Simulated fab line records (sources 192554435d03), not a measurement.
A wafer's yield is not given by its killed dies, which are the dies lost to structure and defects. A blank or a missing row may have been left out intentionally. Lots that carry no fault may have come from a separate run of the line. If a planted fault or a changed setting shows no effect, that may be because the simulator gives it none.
What tool caused it? / flow n5 finfet / Sampling: 11 lots, 33 wafers, 3 of 1938 route steps

## WHAT THE GAUGES SHOWED, per wafer
N5_BEOL_M15_CD_MEAS_10 targets a cd of 360 nm.
lot=L641; measured=day 11 19:31; on=cd sem-03; cd nm (nm)=357.5 359.2 358.6
lot=L640; measured=day 11 19:40; on=cd sem-03; cd nm (nm)=361.2 361.9 362.2
lot=L644; measured=day 12 17:09; on=cd sem-03; cd nm (nm)=358.3 361.2 360.2
lot=L650; measured=day 14 05:16; on=cd sem-01; cd nm (nm)=360.9 361.9 361.7
lot=L649; measured=day 14 05:55; on=cd sem-01; cd nm (nm)=362.3 360.7 362.3
lot=L651; measured=day 14 13:44; on=cd sem-02; cd nm (nm)=359.5 360.4 361.4
lot=L655; measured=day 16 00:04; on=cd sem-03; cd nm (nm)=360.0 358.6 360.7
lot=L656; measured=day 16 07:14; on=cd sem-03; cd nm (nm)=357.8 360.8 360.4
lot=L659; measured=day 16 15:34; on=cd sem-03; cd nm (nm)=358.2 358.6 357.3
lot=L658; measured=day 17 00:22; on=cd sem-03; cd nm (nm)=361.8 361.5 362.1
lot=L661; measured=day 17 00:31; on=cd sem-01; cd nm (nm)=359.5 360.9 359.2

## WHAT TOOL EACH LOT RAN ON (gives the tool, then ch and the chambers of the sampled wafers, and finally the start)
lot=L641; N5_BEOL_M14_ANNEAL_48=rtp anneal-01 ch 0, day 11 18:04; N5_BEOL_M15_COAT_04=litho track-04 ch 0, day 11 19:08
lot=L640; N5_BEOL_M14_ANNEAL_48=rtp anneal-01 ch 0, day 11 18:20; N5_BEOL_M15_COAT_04=litho track-01 ch 0, day 11 19:24
lot=L644; N5_BEOL_M14_ANNEAL_48=rtp anneal-02 ch 0, day 12 15:41; N5_BEOL_M15_COAT_04=litho track-02 ch 0, day 12 16:46
lot=L650; N5_BEOL_M14_ANNEAL_48=rtp anneal-02 ch 0, day 14 03:55; N5_BEOL_M15_COAT_04=litho track-04 ch 0, day 14 04:59
lot=L649; N5_BEOL_M14_ANNEAL_48=rtp anneal-02 ch 0, day 14 04:30; N5_BEOL_M15_COAT_04=litho track-04 ch 0, day 14 05:31
lot=L651; N5_BEOL_M14_ANNEAL_48=rtp anneal-01 ch 0, day 14 12:25; N5_BEOL_M15_COAT_04=litho track-04 ch 0, day 14 13:28
lot=L655; N5_BEOL_M14_ANNEAL_48=rtp anneal-01 ch 0, day 15 22:43; N5_BEOL_M15_COAT_04=litho track-01 ch 0, day 15 23:47
lot=L656; N5_BEOL_M14_ANNEAL_48=rtp anneal-02 ch 0, day 16 05:46; N5_BEOL_M15_COAT_04=litho track-02 ch 0, day 16 06:50
lot=L659; N5_BEOL_M14_ANNEAL_48=rtp anneal-02 ch 0, day 16 14:14; N5_BEOL_M15_COAT_04=litho track-01 ch 0, day 16 15:18
lot=L658; N5_BEOL_M14_ANNEAL_48=rtp anneal-02 ch 0, day 16 23:00; N5_BEOL_M15_COAT_04=litho track-02 ch 0, day 17 00:05
lot=L661; N5_BEOL_M14_ANNEAL_48=rtp anneal-01 ch 0, day 16 23:10; N5_BEOL_M15_COAT_04=litho track-01 ch 0, day 17 00:15
- N5_BEOL_M14_ANNEAL_48: time 90 s.
- N5_BEOL_M15_COAT_04: resist thk 800 nm.

## WHAT THE TOOLS THEMSELVES READ (means of the sampled wafers that have a number; where no wafer has one, the mark that the record gives instead)
N5_BEOL_M14_ANNEAL_48.
lot=L641; tool=rtp anneal-01; anneal temp c (C)=225.01; wafer_temp_C_max=226.1
lot=L640; tool=rtp anneal-01; anneal temp c (C)=225.14; wafer_temp_C_max=226.0
lot=L644; tool=rtp anneal-02; anneal temp c (C)=225.03; wafer_temp_C_max=226.0
lot=L650; tool=rtp anneal-02; anneal temp c (C)=225.02; wafer_temp_C_max=226.2
lot=L649; tool=rtp anneal-02; anneal temp c (C)=224.90; wafer_temp_C_max=226.2
lot=L651; tool=rtp anneal-01; anneal temp c (C)=225.16; wafer_temp_C_max=225.9
lot=L655; tool=rtp anneal-01; anneal temp c (C)=224.82; wafer_temp_C_max=225.7
lot=L656; tool=rtp anneal-02; anneal temp c (C)=224.91; wafer_temp_C_max=226.6
lot=L659; tool=rtp anneal-02; anneal temp c (C)=225.03; wafer_temp_C_max=226.5
lot=L658; tool=rtp anneal-02; anneal temp c (C)=224.98; wafer_temp_C_max=226.4
lot=L661; tool=rtp anneal-01; anneal temp c (C)=224.93; wafer_temp_C_max=225.9

N5_BEOL_M15_COAT_04.
lot=L641; tool=litho track-04; spin speed rpm (rpm)=1704.6
lot=L640; tool=litho track-01; spin speed rpm (rpm)=1704.8
lot=L644; tool=litho track-02; spin speed rpm (rpm)=1703.1
lot=L650; tool=litho track-04; spin speed rpm (rpm)=1704.6
lot=L649; tool=litho track-04; spin speed rpm (rpm)=1837.1
lot=L651; tool=litho track-04; spin speed rpm (rpm)=1837.9
lot=L655; tool=litho track-01; spin speed rpm (rpm)=1702.7
lot=L656; tool=litho track-02; spin speed rpm (rpm)=1703.4
lot=L659; tool=litho track-01; spin speed rpm (rpm)=1701.6
lot=L658; tool=litho track-02; spin speed rpm (rpm)=1703.4
lot=L661; tool=litho track-01; spin speed rpm (rpm)=1702.6

## THE ANSWER, worked out from the rows above alone
Rule: the lots themselves supply what counts as usual. Put in order of their means at a reading, lots are off if they are a third of the lots or fewer, leave a main group of 4 or more, and stand apart from it by a gap of 3 or more times the standard deviation of the main group's means; of several such gaps the widest counts. If all means in a main group match to the digits the tables above print for the reading, that group is not used. Also off: a lot with no number at a reading for which 4 or more lots have one. Any other lot the step has rows for is counted as sound. The gauges are gone through in route order, then the tools' own readings, and for those a lot's mean is taken as printed above. The first step at which some lot is off is used, and at that step the reading that is off furthest; a lot without a number counts as furthest.
Off, at N5_BEOL_M15_COAT_04 on spin speed rpm: L649, L651. Main group: mean 1703.4 rpm, sd 1.
If a tool, at that step or one of the process steps before it, ran each lot that is off and ran no sound lot following the first of them, it fits. One candidate fits, namely litho track-04 at N5_BEOL_M15_COAT_04. Its last sound lot is L650 (day 14 04:59), its first lot that is off L649 (day 14 05:31): a fault that began between those two fits.
On the lots that are off, the tool's own readings at N5_BEOL_M15_COAT_04 differ by more than 5 times the standard deviation of the sound lots' means, which bears it out; spin speed rpm reads 1837.5 rpm there versus 1703.4 rpm on the sound lots.

## WHAT WAS PUT IN BY THE SIMULATOR
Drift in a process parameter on litho track-04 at N5_BEOL_M15_COAT_04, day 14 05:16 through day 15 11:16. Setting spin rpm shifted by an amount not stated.
Struck lots among those shown: L649, L651. The same result came from the rule above.
